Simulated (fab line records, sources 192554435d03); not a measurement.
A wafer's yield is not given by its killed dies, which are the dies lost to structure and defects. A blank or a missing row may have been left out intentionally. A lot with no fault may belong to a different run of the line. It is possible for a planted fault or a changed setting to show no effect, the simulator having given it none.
What tool caused it? ; flow n5Finfet ; Sampling: 24 lots, 72 wafers, 5 of 1938 route steps

WHAT EACH GAUGE READ, for each wafer
N5_BEOL_M0_INSPECT_127: inspects for defects (darkfield).
lot;measured;on;rawDefectCount
L074;day 7 06:43;defectInspect-01;120 65 60
L075;day 7 06:55;defectInspect-01;57 84 58
L076;day 7 07:24;defectInspect-01;57 66 67
L077;day 7 07:41;defectInspect-01;66 58 62
L078;day 7 07:55;defectInspect-01;61 74 68
L079;day 7 09:46;defectInspect-01;69 76 39
L080;day 7 14:26;defectInspect-01;111 59 54
L081;day 7 22:43;defectInspect-02;42 44 69
L082;day 7 23:28;defectInspect-02;70 56 67
L083;day 8 07:52;defectInspect-01;73 76 58
L084;day 8 23:14;defectInspect-02;38 55 56
L085;day 9 02:26;defectInspect-02;117 125 79
L086;day 9 05:04;defectInspect-01;52 84 48
L087;day 9 11:54;defectInspect-02;53 63 53
L088;day 9 12:10;defectInspect-01;75 104 58
L089;day 9 18:32;defectInspect-01;108 65 87
L090;day 9 22:17;defectInspect-02;84 120 102
L091;day 10 07:41;defectInspect-01;70 124 93
L092;day 10 17:31;defectInspect-02;47 60 38
L093;day 10 21:19;defectInspect-02;62 88 89
L094;day 11 09:58;defectInspect-02;113 64 81
L095;day 11 14:59;defectInspect-01;177 94 119
L097;day 11 20:25;defectInspect-02;74 80 60
L096;day 12 04:25;defectInspect-02;58 54 94

EACH LOT AND THE TOOL THAT RAN IT (in order: tool; ch and the chambers of the sampled wafers; start)
lot;N5_BEOL_M0_CUTY_DESCUM_61;N5_BEOL_M0_SPUTTER_132;N5_BEOL_M0_ANNEAL_135;N5_BEOL_M0_CO_CAP_123
L074;rieDiel-01 ch 0,1,3, day 6 18:56;pvdSputter-01, day 7 05:10;pvdSputter-01, day 7 05:22;cvdCo-02 ch 0,1,2, day 7 06:30
L075;rieDiel-05 ch 0,1,2, day 6 19:03;pvdSputter-01, day 7 05:37;pvdSputter-01, day 7 05:49;cvdCo-02 ch 1,2, day 7 06:43
L076;rieDiel-05 ch 1,2,3, day 6 21:28;pvdSputter-01, day 7 06:05;pvdSputter-01, day 7 06:17;cvdCo-02 ch 0,1, day 7 07:11
L077;rieDiel-01 ch 0,1,2, day 6 21:31;pvdSputter-02, day 7 06:16;pvdSputter-02, day 7 06:28;cvdCo-02 ch 0,1,2, day 7 07:30
L078;rieDiel-01 ch 0,2,3, day 6 22:19;pvdSputter-01, day 7 06:32;pvdSputter-01, day 7 06:44;cvdCo-01 ch 0,1, day 7 07:40
L079;rieDiel-01 ch 0,1,3, day 7 01:23;pvdSputter-01, day 7 08:26;pvdSputter-01, day 7 08:38;cvdCo-01 ch 0,1, day 7 09:33
L080;rieDiel-05 ch 0,2,3, day 7 06:59;pvdSputter-03, day 7 13:07;pvdSputter-03, day 7 13:19;cvdCo-02 ch 0,1,2, day 7 14:13
L081;rieDiel-05 ch 0,2,3, day 7 15:43;pvdSputter-01, day 7 21:22;pvdSputter-01, day 7 21:34;cvdCo-01 ch 0,1,2, day 7 22:30
L082;rieDiel-06 ch 2,3, day 7 19:50;pvdSputter-02, day 7 22:08;pvdSputter-02, day 7 22:20;cvdCo-01 ch 0,1, day 7 23:15
L083;rieDiel-05 ch 0,1, day 8 01:55;pvdSputter-02, day 8 06:32;pvdSputter-02, day 8 06:44;cvdCo-02 ch 0,1,2, day 8 07:41
L084;rieDiel-01 ch 1,3, day 8 15:44;pvdSputter-01, day 8 21:49;pvdSputter-01, day 8 22:01;cvdCo-01 ch 0,2, day 8 23:02
L085;rieDiel-06 ch 1,2, day 8 18:47;pvdSputter-02, day 9 00:55;pvdSputter-02, day 9 01:07;cvdCo-02 ch 0,2, day 9 02:14
L086;rieDiel-05 ch 0,1,2, day 9 00:02;pvdSputter-01, day 9 03:41;pvdSputter-01, day 9 03:53;cvdCo-01 ch 0,2, day 9 04:51
L087;rieDiel-01 ch 1,2,3, day 9 05:11;pvdSputter-02, day 9 08:55;pvdSputter-02, day 9 09:07;cvdCo-01 ch 0,1,2, day 9 11:41
L088;rieDiel-06 ch 0,1,3, day 9 05:38;pvdSputter-01, day 9 08:58;pvdSputter-01, day 9 09:10;cvdCo-02 ch 0,1,2, day 9 11:58
L089;rieDiel-05 ch 0,1,2, day 9 10:27;pvdSputter-02, day 9 17:07;pvdSputter-02, day 9 17:19;cvdCo-02 ch 0,1,2, day 9 18:22
L090;rieDiel-06 ch 0,1,3, day 9 17:11;pvdSputter-02, day 9 20:57;pvdSputter-02, day 9 21:09;cvdCo-02 ch 0,1,2, day 9 22:04
L091;rieDiel-01 ch 1,3, day 10 00:35;pvdSputter-02, day 10 06:23;pvdSputter-02, day 10 06:35;cvdCo-02 ch 0,2, day 10 07:29
L092;rieDiel-06 ch 0,1,3, day 10 09:31;pvdSputter-03, day 10 15:02;pvdSputter-03, day 10 15:14;cvdCo-02 ch 0,2, day 10 17:18
L093;rieDiel-05 ch 1,2, day 10 13:14;pvdSputter-01, day 10 19:59;pvdSputter-01, day 10 20:11;cvdCo-01 ch 1,2, day 10 21:07
L094;rieDiel-06 ch 1,3, day 11 02:52;pvdSputter-01, day 11 07:50;pvdSputter-01, day 11 08:02;cvdCo-01 ch 0,1, day 11 09:44
L095;rieDiel-06 ch 0,1,2, day 11 05:38;pvdSputter-02, day 11 10:29;pvdSputter-02, day 11 13:52;cvdCo-01 ch 0,2, day 11 14:46
L097;rieDiel-06 ch 0,2, day 11 16:58;pvdSputter-02, day 11 19:01;pvdSputter-02, day 11 19:13;cvdCo-02 ch 0,2, day 11 20:12
L096;rieDiel-05 ch 0,2,3, day 11 22:04;pvdSputter-03, day 12 03:07;pvdSputter-03, day 12 03:19;cvdCo-01 ch 0,1,2, day 12 04:13
- N5_BEOL_M0_CUTY_DESCUM_61: chemistry O2, time 7.9 s.
- N5_BEOL_M0_SPUTTER_132: material Cu, target thk 4 nm, time 7.37 s.
- N5_BEOL_M0_ANNEAL_135: time 60 s.
- N5_BEOL_M0_CO_CAP_123: material Co, precursor CCTBA/H2, target thk 2 nm, time 102.1 s.

WHAT THE TOOLS THEMSELVES READ (means of the sampled wafers that have a number; where no wafer has one, the mark that the record gives instead)
N5_BEOL_M0_CUTY_DESCUM_61.
lot;tool;biasPowerW (W);drypumpMotorCurrentA (A);oesProductAu (a.u.);rfVppV (V);showerheadPlenumPTorr (Torr);throttleValvePct (%)
L074;rieDiel-01;20.02;5.7;0.81;243.2;2.15;20.51
L075;rieDiel-05;20.01;5.8;0.88;242.6;2.07;20.36
L076;rieDiel-05;20.00;6.0;0.84;243.3;2.08;20.50
L077;rieDiel-01;20.01;5.5;0.89;243.0;2.14;20.39
L078;rieDiel-01;19.95;5.3;0.84;244.6;2.16;20.47
L079;rieDiel-01;20.07;5.7;0.81;243.0;2.15;20.51
L080;rieDiel-05;19.98;5.9;0.79;242.9;2.10;20.40
L081;rieDiel-05;20.05;5.9;0.79;243.6;2.10;20.40
L082;rieDiel-06;20.01;5.2;0.80;244.2;2.20;20.42
L083;rieDiel-05;20.09;5.8;0.84;242.5;2.09;20.22
L084;rieDiel-01;19.96;5.8;0.73;243.6;2.15;20.63
L085;rieDiel-06;19.95;5.5;0.81;243.5;2.14;20.30
L086;rieDiel-05;20.01;5.8;0.85;242.1;2.07;20.40
L087;rieDiel-01;19.93;5.5;0.81;244.5;2.15;20.52
L088;rieDiel-06;20.06;5.5;0.79;243.3;2.07;20.50
L089;rieDiel-05;19.96;5.8;0.85;242.6;2.07;20.41
L090;rieDiel-06;20.00;5.5;0.79;243.3;2.07;20.51
L091;rieDiel-01;20.03;5.9;0.78;243.3;2.13;20.57
L092;rieDiel-06;19.97;5.5;0.78;242.4;2.07;20.51
L093;rieDiel-05;19.97;5.9;0.86;242.7;2.03;20.53
L094;rieDiel-06;20.06;5.8;0.77;242.8;2.03;20.44
L095;rieDiel-06;20.04;5.6;0.74;242.7;2.08;20.46
L097;rieDiel-06;19.99;5.3;0.78;244.2;2.17;20.44
L096;rieDiel-05;20.03;5.9;0.83;243.9;2.09;20.36

N5_BEOL_M0_SPUTTER_132.
lot;tool;susceptorTempC (C);throttleValvePct (%)
L074;pvdSputter-01;-20.01;30.4
L075;pvdSputter-01;-20.05;30.2
L076;pvdSputter-01;-20.07;30.2
L077;pvdSputter-02;-19.98;29.9
L078;pvdSputter-01;-20.07;30.3
L079;pvdSputter-01;-20.02;30.1
L080;pvdSputter-03;-20.16;31.3
L081;pvdSputter-01;-20.00;30.0
L082;pvdSputter-02;-20.10;31.8
L083;pvdSputter-02;-20.08;32.0
L084;pvdSputter-01;-19.99;29.8
L085;pvdSputter-02;-20.06;30.0
L086;pvdSputter-01;-19.93;30.1
L087;pvdSputter-02;-19.97;30.4
L088;pvdSputter-01;-19.93;30.0
L089;pvdSputter-02;-20.00;30.6
L090;pvdSputter-02;-20.02;30.6
L091;pvdSputter-02;-20.02;32.2
L092;pvdSputter-03;-20.04;31.0
L093;pvdSputter-01;-20.06;30.0
L094;pvdSputter-01;-19.90;30.3
L095;pvdSputter-02;-20.04;31.5
L097;pvdSputter-02;-20.01;30.6
L096;pvdSputter-03;-20.09;30.7

N5_BEOL_M0_ANNEAL_135.
lot;tool;heaterPowerW (W);susceptorTempC (C)
L074;pvdSputter-01;771;400.02
L075;pvdSputter-01;793;400.08
L076;pvdSputter-01;815;400.08
L077;pvdSputter-02;732;400.12
L078;pvdSputter-01;790;399.89
L079;pvdSputter-01;820;400.04
L080;pvdSputter-03;800;400.21
L081;pvdSputter-01;786;399.81
L082;pvdSputter-02;829;399.96
L083;pvdSputter-02;823;400.10
L084;pvdSputter-01;830;399.80
L085;pvdSputter-02;726;400.27
L086;pvdSputter-01;795;399.96
L087;pvdSputter-02;765;399.75
L088;pvdSputter-01;782;399.70
L089;pvdSputter-02;778;399.99
L090;pvdSputter-02;792;399.92
L091;pvdSputter-02;812;399.89
L092;pvdSputter-03;813;400.29
L093;pvdSputter-01;792;399.86
L094;pvdSputter-01;848;400.04
L095;pvdSputter-02;766;400.14
L097;pvdSputter-02;787;399.94
L096;pvdSputter-03;798;399.91

N5_BEOL_M0_CO_CAP_123.
lot;tool;heaterPowerW (W);susceptorTempC (C)
L074;cvdCo-02;228;200.07
L075;cvdCo-02;216;199.87
L076;cvdCo-02;250;200.05
L077;cvdCo-02;226;200.12
L078;cvdCo-01;234;199.85
L079;cvdCo-01;232;199.89
L080;cvdCo-02;226;200.09
L081;cvdCo-01;238;199.92
L082;cvdCo-01;231;199.91
L083;cvdCo-02;223;200.06
L084;cvdCo-01;241;200.07
L085;cvdCo-02;208;199.93
L086;cvdCo-01;245;199.89
L087;cvdCo-01;236;200.10
L088;cvdCo-02;221;200.12
L089;cvdCo-02;228;200.01
L090;cvdCo-02;224;200.10
L091;cvdCo-02;210;199.82
L092;cvdCo-02;203;200.06
L093;cvdCo-01;237;199.99
L094;cvdCo-01;235;199.97
L095;cvdCo-01;240;200.03
L097;cvdCo-02;210;200.10
L096;cvdCo-01;241;200.02

THE ANSWER, worked out from the rows above alone
Rule: the lots themselves supply what counts as usual. Put in order of their means at a reading, lots are off if they are a third of the lots or fewer, leave a main group of 4 or more, and stand apart from it by a gap of 3 or more times the standard deviation of the main group's means; of several such gaps the widest counts. A main group is skipped when, at the precision printed for the reading in the tables above, its means are all equal. Also off: a lot with no number at a reading for which 4 or more lots have one. All remaining lots with rows at the step are treated as sound. First the gauges in route order, then the tools' own readings, where a lot's mean is used as printed above. The first step at which some lot is off is used, and at that step the reading that is off furthest; a lot without a number counts as furthest.
No lot is off at any reading shown: from this, nothing can be told.

WHAT WAS PUT IN BY THE SIMULATOR
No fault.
